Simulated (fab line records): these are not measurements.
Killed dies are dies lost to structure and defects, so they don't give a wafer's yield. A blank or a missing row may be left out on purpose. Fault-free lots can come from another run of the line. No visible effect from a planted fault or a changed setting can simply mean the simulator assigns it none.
What tool caused it?    flow n5_finfet    72 wafers from 24 lots sampled at 6 of the route's 1938 steps

WHAT EACH GAUGE READ, for each wafer
N5_BEOL_M6_OVL_MEAS_12.
lot   measured      on          M6_OVL (nm)
L075  day 9 02:43   overlay-01  -0.6 0.5 1.7
L074  day 9 10:50   overlay-02  0.0 -1.3 0.3
L076  day 9 15:38   overlay-01  0.6 0.7 0.6
L077  day 9 19:26   overlay-01  1.8 0.6 -0.3
L078  day 10 04:54  overlay-02  -0.5 -0.6 -1.1
L079  day 10 17:06  overlay-01  -1.0 0.0 -0.5
L082  day 11 10:10  overlay-01  2.0 1.1 1.3
L081  day 11 11:34  overlay-02  -0.2 -0.5 -1.1
L080  day 11 22:56  overlay-02  -0.7 0.5 -0.5
L084  day 12 01:32  overlay-02  -0.5 -0.8 0.5
L083  day 12 01:41  overlay-01  0.0 1.0 0.4
L085  day 12 04:49  overlay-02  0.0 0.4 0.2
L086  day 12 12:03  overlay-02  -0.4 -0.1 0.2
L088  day 13 09:16  overlay-01  0.5 0.4 0.5
L087  day 13 09:30  overlay-02  -1.0 -0.1 -0.5
L091  day 13 14:01  overlay-02  0.9 1.3 -0.3
L089  day 13 18:04  overlay-02  0.5 0.4 0.1
L092  day 14 14:43  overlay-02  1.4 1.2 1.3
L090  day 14 15:08  overlay-02  -0.2 -0.3 -0.5
L093  day 14 18:39  overlay-01  -0.2 -0.5 -1.4
L094  day 15 15:10  overlay-02  -0.8 -1.2 -0.1
L095  day 15 14:58  overlay-02  0.3 0.9 -0.6
L096  day 15 22:33  overlay-02  0.0 0.9 1.0
L097  day 15 22:44  overlay-01  -1.0 -0.2 -1.2

WHICH TOOL RAN EACH LOT (tool, then ch and the chambers of the sampled wafers, then the start)
lot   N5_BEOL_M5_ETCH_72                  N5_BEOL_M5_STRIP_91                            N5_BEOL_M5_SPUTTER_48         N5_BEOL_M5_CO_CAP_78              N5_BEOL_M5_DEP_56
L075  rie_diel-03 ch 1,2, day 8 12:26     rie_diel-01 ch 0,2, day 8 15:29 or earlier     pvd_sputter-01, day 8 15:29   cvd_co-01 ch 1,2, day 9 00:14     pecvd-02 ch 1,2, day 9 00:22
L074  rie_diel-01 ch 0,2,3, day 8 21:06   rie_diel-02 ch 0,2,3, day 9 02:48 or earlier   pvd_sputter-01, day 9 02:48   cvd_co-01 ch 0,1, day 9 08:45     pecvd-02 ch 0,2, day 9 08:52
L076  rie_diel-02 ch 1,3, day 9 02:53     rie_diel-02 ch 0,1,3, day 9 05:41 or earlier   pvd_sputter-02, day 9 05:41   cvd_co-01 ch 0,1, day 9 11:04     pecvd-01 ch 1,2, day 9 11:11
L077  rie_diel-02 ch 2,3, day 9 08:08     rie_diel-03 ch 1,2,3, day 9 11:28 or earlier   pvd_sputter-02, day 9 11:28   cvd_co-02 ch 1,2, day 9 16:41     pecvd-01 ch 1,2, day 9 16:48
L078  rie_diel-03 ch 0,1,2, day 9 10:47   rie_diel-01 ch 0,1,2, day 9 18:30 or earlier   pvd_sputter-01, day 9 18:30   cvd_co-02 ch 0,1,2, day 10 02:04  pecvd-04 ch 0,1,2, day 10 02:11
L079  rie_diel-02 ch 0,2, day 9 22:20     rie_diel-01 ch 0,2,3, day 10 04:50 or earlier  pvd_sputter-01, day 10 04:50  cvd_co-02 ch 1,2, day 10 11:52    pecvd-04 ch 0,1,2, day 10 11:59
L082  rie_diel-03 ch 0,1,3, day 10 17:47  rie_diel-01 ch 2,3, day 10 22:41 or earlier    pvd_sputter-01, day 10 22:41  cvd_co-01 ch 0,1,2, day 11 07:53  pecvd-01 ch 0,1,2, day 11 07:59
L081  rie_diel-02 ch 0,2,3, day 10 23:10  rie_diel-02 ch 0,2,3, day 11 03:09 or earlier  pvd_sputter-01, day 11 03:09  cvd_co-01 ch 0,2, day 11 10:08    pecvd-02 ch 0,2, day 11 10:14
L080  rie_diel-01 ch 0,1,3, day 11 06:49  rie_diel-02 ch 0,3, day 11 11:20 or earlier    pvd_sputter-01, day 11 11:20  cvd_co-02 ch 0,1,2, day 11 17:13  pecvd-01 ch 0,1,2, day 11 17:19
L084  rie_diel-01 ch 0,2,3, day 11 10:28  rie_diel-02 ch 0,3, day 11 15:25 or earlier    pvd_sputter-02, day 11 15:25  cvd_co-02 ch 0,2, day 11 20:38    pecvd-04 ch 0,1,2, day 11 20:44
L083  rie_diel-02 ch 2,3, day 11 12:40    rie_diel-01 ch 1,2,3, day 11 17:19 or earlier  pvd_sputter-01, day 11 17:19  cvd_co-01 ch 1,2, day 11 22:32    pecvd-02 ch 1,2, day 11 22:39
L085  rie_diel-01 ch 0,1,2, day 11 14:03  rie_diel-02 ch 0,1,2, day 11 21:44 or earlier  pvd_sputter-01, day 11 21:44  cvd_co-01 ch 0,2, day 12 03:17    pecvd-02 ch 0,2, day 12 03:23
L086  rie_diel-01 ch 0,1,2, day 12 01:59  rie_diel-03 ch 0,1,2, day 12 04:30 or earlier  pvd_sputter-02, day 12 04:30  cvd_co-01 ch 0,1, day 12 10:04    pecvd-01 ch 0,1,2, day 12 10:12
L088  rie_diel-03 ch 1,2, day 12 21:29    rie_diel-01 ch 1,2, day 13 01:31 or earlier    pvd_sputter-03, day 13 01:31  cvd_co-01 ch 0,2, day 13 07:01    pecvd-04 ch 0,1,2, day 13 07:08
L087  rie_diel-01 ch 1,2,3, day 12 22:12  rie_diel-02 ch 1,3, day 13 02:40 or earlier    pvd_sputter-01, day 13 02:40  cvd_co-01 ch 1,2, day 13 07:53    pecvd-01 ch 0,1, day 13 08:00
L091  rie_diel-03 ch 1,2, day 13 01:26    rie_diel-02 ch 0,1,2, day 13 06:51 or earlier  pvd_sputter-02, day 13 06:51  cvd_co-02 ch 0,1,2, day 13 12:04  pecvd-02 ch 0,1,2, day 13 12:11
L089  rie_diel-02 ch 0,1, day 13 06:50    rie_diel-03 ch 0,2,3, day 13 10:34 or earlier  pvd_sputter-03, day 13 10:34  cvd_co-02 ch 0,2, day 13 15:59    pecvd-02 ch 1,2, day 13 16:08
L092  rie_diel-03 ch 0,1,2, day 14 02:17  rie_diel-01 ch 0,1,2, day 14 06:05 or earlier  pvd_sputter-02, day 14 06:05  cvd_co-01 ch 0,1,2, day 14 11:21  pecvd-04 ch 0,1,2, day 14 11:26
L090  rie_diel-03 ch 0,2,3, day 14 02:37  rie_diel-01 ch 0,1, day 14 06:43 or earlier    pvd_sputter-03, day 14 06:43  cvd_co-01 ch 0,1, day 14 11:56    pecvd-04 ch 0,1, day 14 12:03
L093  rie_diel-02 ch 0,1,3, day 14 08:51  rie_diel-02 ch 0,1,3, day 14 11:30 or earlier  pvd_sputter-01, day 14 11:30  cvd_co-02 ch 0,1, day 14 16:52    pecvd-02 ch 1,2, day 14 16:58
L094  rie_diel-02 ch 0,1,3, day 14 23:15  rie_diel-02 ch 0,1,2, day 15 08:27 or earlier  pvd_sputter-02, day 15 08:27  cvd_co-02 ch 0,1,2, day 15 13:41  pecvd-04 ch 0,1,2, day 15 13:48
L095  rie_diel-02 ch 1,2, day 14 23:32    rie_diel-01 ch 1,2, day 15 08:18 or earlier    pvd_sputter-03, day 15 08:18  cvd_co-02 ch 0,1,2, day 15 13:31  pecvd-01 ch 0,1,2, day 15 13:38
L096  rie_diel-02 ch 0,2,3, day 15 08:57  rie_diel-03 ch 0,3, day 15 15:07 or earlier    pvd_sputter-02, day 15 15:07  cvd_co-01 ch 0,1, day 15 20:20    pecvd-02 ch 0,2, day 15 20:27
L097  rie_diel-02 ch 0,1, day 15 09:25    rie_diel-02 ch 0,3, day 15 15:15 or earlier    pvd_sputter-01, day 15 15:15  cvd_co-02 ch 0,1, day 15 20:28    pecvd-04 ch 0,2, day 15 20:35
- N5_BEOL_M5_ETCH_72: etches underlayer in N2/H2, target depth 6.5 nm, time 5.2 s.
- N5_BEOL_M5_STRIP_91: strips in N2/H2, time 10 s.
- N5_BEOL_M5_SPUTTER_48: material Cu, target thk 15 nm, time 27.62 s.
- N5_BEOL_M5_CO_CAP_78: material Co, precursor CCTBA/H2, target thk 2 nm, time 102.1 s.
- N5_BEOL_M5_DEP_56: deposits SiCN from 3MS/NH3, target thk 8 nm, time 14 s.

AS READ BY THE TOOLS THEMSELVES (means over the sampled wafers that have a number; for cases with no such wafer, the mark the record gives instead)
N5_BEOL_M5_ETCH_72.
lot   tool         drypump_motor_current_A (A)  etch_rf_on_time_s (s)  oes_product_au (a.u.)  rf_vpp_V (V)  showerhead_plenum_p_Torr (Torr)  throttle_valve_pct (%)
L075  rie_diel-03  5.5                          5.15                   0.71                   524.1         2.59                             18.00
L074  rie_diel-01  5.9                          5.19                   0.62                   523.3         2.54                             18.14
L076  rie_diel-02  5.4                          5.33                   0.67                   527.2         2.66                             18.05
L077  rie_diel-02  5.5                          5.08                   0.68                   524.1         2.58                             18.06
L078  rie_diel-03  5.6                          5.11                   0.69                   525.0         2.59                             18.05
L079  rie_diel-02  5.8                          5.19                   0.68                   523.2         2.50                             17.74
L082  rie_diel-03  5.6                          5.17                   0.67                   525.5         2.59                             18.13
L081  rie_diel-02  5.5                          5.19                   0.70                   524.7         2.57                             17.86
L080  rie_diel-01  6.1                          5.26                   0.61                   523.8         2.50                             18.17
L084  rie_diel-01  5.9                          5.17                   0.60                   523.6         2.53                             18.18
L083  rie_diel-02  5.4                          5.13                   0.66                   524.8         2.57                             18.09
L085  rie_diel-01  5.8                          5.17                   0.61                   524.3         2.56                             18.22
L086  rie_diel-01  5.8                          5.23                   0.61                   524.8         2.56                             18.23
L088  rie_diel-03  5.5                          5.09                   0.67                   525.3         2.58                             18.06
L087  rie_diel-01  6.0                          5.12                   0.61                   522.8         2.52                             18.22
L091  rie_diel-03  5.7                          4.98                   0.73                   526.3         2.64                             18.02
L089  rie_diel-02  5.7                          5.35                   0.63                   524.9         2.58                             17.98
L092  rie_diel-03  5.6                          5.16                   0.66                   524.6         2.58                             18.10
L090  rie_diel-03  5.4                          5.24                   0.61                   522.5         2.51                             18.19
L093  rie_diel-02  5.5                          5.21                   0.68                   525.1         2.60                             17.90
L094  rie_diel-02  5.5                          5.28                   0.67                   525.7         2.59                             17.90
L095  rie_diel-02  5.6                          5.31                   0.58                   526.2         2.58                             18.23
L096  rie_diel-02  5.5                          5.11                   0.68                   522.6         2.55                             17.92
L097  rie_diel-02  5.7                          5.21                   0.65                   522.1         2.52                             17.80

N5_BEOL_M5_STRIP_91.
lot   tool         drypump_motor_current_A (A)  oes_product_au (a.u.)  rf_vpp_V (V)  showerhead_plenum_p_Torr (Torr)  temp_c (C)  throttle_valve_pct (%)
L075  rie_diel-01  5.6                          0.73                   60.1          2.57                             40.05       23.96
L074  rie_diel-02  5.5                          0.84                   59.4          2.57                             39.84       23.60
L076  rie_diel-02  5.5                          0.84                   59.1          2.61                             40.02       23.62
L077  rie_diel-03  5.6                          0.81                   59.7          2.58                             39.97       23.90
L078  rie_diel-01  5.7                          0.72                   59.5          2.57                             39.88       23.99
L079  rie_diel-01  5.9                          0.73                   58.7          2.53                             40.05       23.93
L082  rie_diel-01  5.8                          0.72                   58.4          2.57                             40.01       23.88
L081  rie_diel-02  5.5                          0.82                   60.1          2.56                             40.11       23.63
L080  rie_diel-02  5.6                          0.86                   59.7          2.55                             40.00       23.37
L084  rie_diel-02  5.2                          0.88                   59.8          2.62                             39.98       23.51
L083  rie_diel-01  6.0                          0.72                   58.5          2.52                             40.12       23.97
L085  rie_diel-02  5.7                          0.75                   59.6          2.54                             40.00       23.78
L086  rie_diel-03  5.6                          0.78                   59.3          2.58                             40.19       23.90
L088  rie_diel-01  5.9                          0.71                   59.3          2.56                             40.09       24.05
L087  rie_diel-02  5.2                          0.84                   60.0          2.67                             39.84       23.77
L091  rie_diel-02  5.7                          0.74                   58.7          2.54                             40.09       23.78
L089  rie_diel-03  5.4                          0.72                   60.3          2.51                             39.91       23.99
L092  rie_diel-01  5.7                          0.69                   59.6          2.55                             39.97       24.04
L090  rie_diel-01  5.8                          0.69                   57.8          2.52                             39.91       24.08
L093  rie_diel-02  5.5                          0.81                   58.4          2.59                             40.02       23.66
L094  rie_diel-02  5.7                          0.74                   58.4          2.53                             40.05       23.81
L095  rie_diel-01  5.7                          0.70                   60.0          2.58                             40.03       23.98
L096  rie_diel-03  5.5                          0.72                   58.2          2.50                             39.95       24.13
L097  rie_diel-02  5.3                          0.85                   59.5          2.61                             39.94       23.53

N5_BEOL_M5_SPUTTER_48.
lot   tool            throttle_valve_pct (%)
L075  pvd_sputter-01  31.1
L074  pvd_sputter-01  31.5
L076  pvd_sputter-02  30.8
L077  pvd_sputter-02  31.5
L078  pvd_sputter-01  31.1
L079  pvd_sputter-01  30.9
L082  pvd_sputter-01  30.9
L081  pvd_sputter-01  30.8
L080  pvd_sputter-01  30.4
L084  pvd_sputter-02  32.1
L083  pvd_sputter-01  30.3
L085  pvd_sputter-01  31.1
L086  pvd_sputter-02  30.6
L088  pvd_sputter-03  30.3
L087  pvd_sputter-01  31.4
L091  pvd_sputter-02  30.1
L089  pvd_sputter-03  30.1
L092  pvd_sputter-02  30.9
L090  pvd_sputter-03  31.0
L093  pvd_sputter-01  31.7
L094  pvd_sputter-02  30.6
L095  pvd_sputter-03  29.4
L096  pvd_sputter-02  30.6
L097  pvd_sputter-01  31.5

N5_BEOL_M5_CO_CAP_78.
lot   tool       heater_power_w (W)
L075  cvd_co-01  232
L074  cvd_co-01  242
L076  cvd_co-01  243
L077  cvd_co-02  225
L078  cvd_co-02  228
L079  cvd_co-02  221
L082  cvd_co-01  240
L081  cvd_co-01  242
L080  cvd_co-02  226
L084  cvd_co-02  217
L083  cvd_co-01  232
L085  cvd_co-01  240
L086  cvd_co-01  256
L088  cvd_co-01  249
L087  cvd_co-01  231
L091  cvd_co-02  231
L089  cvd_co-02  217
L092  cvd_co-01  245
L090  cvd_co-01  243
L093  cvd_co-02  235
L094  cvd_co-02  232
L095  cvd_co-02  230
L096  cvd_co-01  245
L097  cvd_co-02  234

N5_BEOL_M5_DEP_56.
lot   tool      showerhead_plenum_p_Torr (Torr)  throttle_valve_pct (%)
L075  pecvd-02  3.662                            8.6
L074  pecvd-02  3.655                            8.8
L076  pecvd-01  3.664                            8.9
L077  pecvd-01  3.664                            9.0
L078  pecvd-04  3.663                            9.3
L079  pecvd-04  3.666                            9.2
L082  pecvd-01  3.668                            8.8
L081  pecvd-02  3.651                            8.8
L080  pecvd-01  3.664                            8.8
L084  pecvd-04  3.669                            9.4
L083  pecvd-02  3.657                            8.8
L085  pecvd-02  3.657                            9.2
L086  pecvd-01  3.662                            8.9
L088  pecvd-04  3.665                            9.1
L087  pecvd-01  3.663                            9.0
L091  pecvd-02  3.662                            9.0
L089  pecvd-02  3.667                            8.8
L092  pecvd-04  3.664                            9.3
L090  pecvd-04  3.654                            9.1
L093  pecvd-02  3.655                            8.4
L094  pecvd-04  3.660                            9.2
L095  pecvd-01  3.671                            8.7
L096  pecvd-02  3.647                            8.8
L097  pecvd-04  3.669                            9.2

THE ANSWER, worked out from the rows above alone
Rule: the usual values come from the lots themselves. Put in order of their means at a reading, lots are off if they are a third of the lots or fewer, leave a main group of 4 or more, and stand apart from it by a gap of 3 or more times the standard deviation of the main group's means; of several such gaps the widest counts. Not used: any main group whose means are identical at the precision the tables above print for the reading. Also off: a lot with no number at a reading for which 4 or more lots have one. The other lots that the step has rows for count as sound. First the gauges in route order, then the tools' own readings, where a lot's mean is used as printed above. At the first step where some lot is off, the reading lying furthest off is the one used; lots without a number count as furthest.
Across all readings shown, no lot is off: no conclusion can be drawn from this.

WHAT THE SIMULATOR HAD INSERTED
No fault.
